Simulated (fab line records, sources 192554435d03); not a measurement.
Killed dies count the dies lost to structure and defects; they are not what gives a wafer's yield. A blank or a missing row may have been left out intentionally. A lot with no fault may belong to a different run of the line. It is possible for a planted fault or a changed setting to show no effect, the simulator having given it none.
Chamber matching -- flow n5_finfet -- rie_diel-01 running N5_BEOL_M9_VIA_ETCH_34: 4 sister chambers
The step etches SiCOH lowk in C4F6/O2, target depth 182.4 nm, time 68.4 s. 4 wafers are shown with their chamber, then 9 later ones without.

## WAFERS PAIRED WITH THEIR CHAMBERS
wafer,chamber,drypump_motor_current_A (A)
L084.3,0,5.1
L084.6,1,6.0
L089.1,3,5.4
L089.5,2,5.5

## WAFERS MISSING THEIR CHAMBER
wafer,drypump_motor_current_A (A)
L091.2,5.6
L091.4,5.4
L091.5,6.0
L094.2,5.4
L094.3,5.1
L094.5,6.0
L097.1,5.1
L097.2,5.4
L097.3,6.0

## EACH ONE'S CHAMBER
wafer,from the rows above,in truth
L091.2,2,2
L091.4,3,3
L091.5,1,1
L094.2,3,3
L094.3,0,0
L094.5,1,1
L097.1,0,0
L097.2,3,3
L097.3,1,1
Correctly placed: 9 of 9. From these rows, 0 cannot be placed. Placed wrongly: 0.
How it was worked out, from the rows above alone: a wafer's distance from a chamber is the root of the sum, over the readings, of the square of ((its reading less the chamber's mean) divided by the reading's scatter). The wafer belongs to the nearest chamber; if the next one is less than 2 further off, it can't be placed. The mean given for a chamber averages the wafers shown for that chamber. The scatter: root of mean squared gap, hidden wafer to nearest shown wafer, with one shown wafer a chamber.
